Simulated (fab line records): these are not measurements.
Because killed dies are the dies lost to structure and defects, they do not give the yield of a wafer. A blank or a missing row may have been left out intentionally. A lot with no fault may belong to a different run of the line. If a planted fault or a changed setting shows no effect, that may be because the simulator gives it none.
Chamber matching :: flow n5_finfet :: N5_BEOL_M8_CURE_75 on uv_cure-02 has 3 sister chambers
The step cures SiCOH lowk, time 120 s. 3 wafers are shown with their chamber, then 8 later ones without.

WAFERS, EACH WITH ITS CHAMBER
wafer: L077.6
chamber: 0
wafer_temp_C_max: 373.0

wafer: L083.6
chamber: 2
wafer_temp_C_max: 370.8

wafer: L095.1
chamber: 1
wafer_temp_C_max: 371.9

WAFERS WHOSE CHAMBER IS MISSING
wafer: L095.3
wafer_temp_C_max: 371.8

wafer: L095.4
wafer_temp_C_max: 371.7

wafer: L095.2
wafer_temp_C_max: 371.6

wafer: L095.5
wafer_temp_C_max: 372.4

wafer: L095.6
wafer_temp_C_max: 371.7

wafer: L097.2
wafer_temp_C_max: 372.7

wafer: L097.3
wafer_temp_C_max: 373.3

wafer: L097.5
wafer_temp_C_max: 372.8

THE CHAMBER EACH PASSED THROUGH
wafer: L095.3
from the rows above: 1
in truth: 1

wafer: L095.4
from the rows above: 1
in truth: 1

wafer: L095.2
from the rows above: can't be placed: 1 or 2
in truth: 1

wafer: L095.5
from the rows above: can't be placed: 1 or 0
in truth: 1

wafer: L095.6
from the rows above: 1
in truth: 1

wafer: L097.2
from the rows above: can't be placed: 0 or 1
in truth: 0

wafer: L097.3
from the rows above: 0
in truth: 0

wafer: L097.5
from the rows above: 0
in truth: 0
5 of 8 placed correctly. Not placeable from these rows: 3 (in 3, the candidates include the true chamber). Wrongly placed: 0.
How it was worked out, from the rows above alone: a wafer's distance from a chamber is the root of the sum, over the readings, of the square of ((its reading less the chamber's mean) divided by the reading's scatter). The wafer belongs to the nearest chamber; if the next one is less than 2 further off, it can't be placed. A chamber's mean is the mean of its shown wafers. The scatter: with one shown wafer a chamber, the root of the mean of the squares of how far each hidden wafer lies from its nearest shown one.
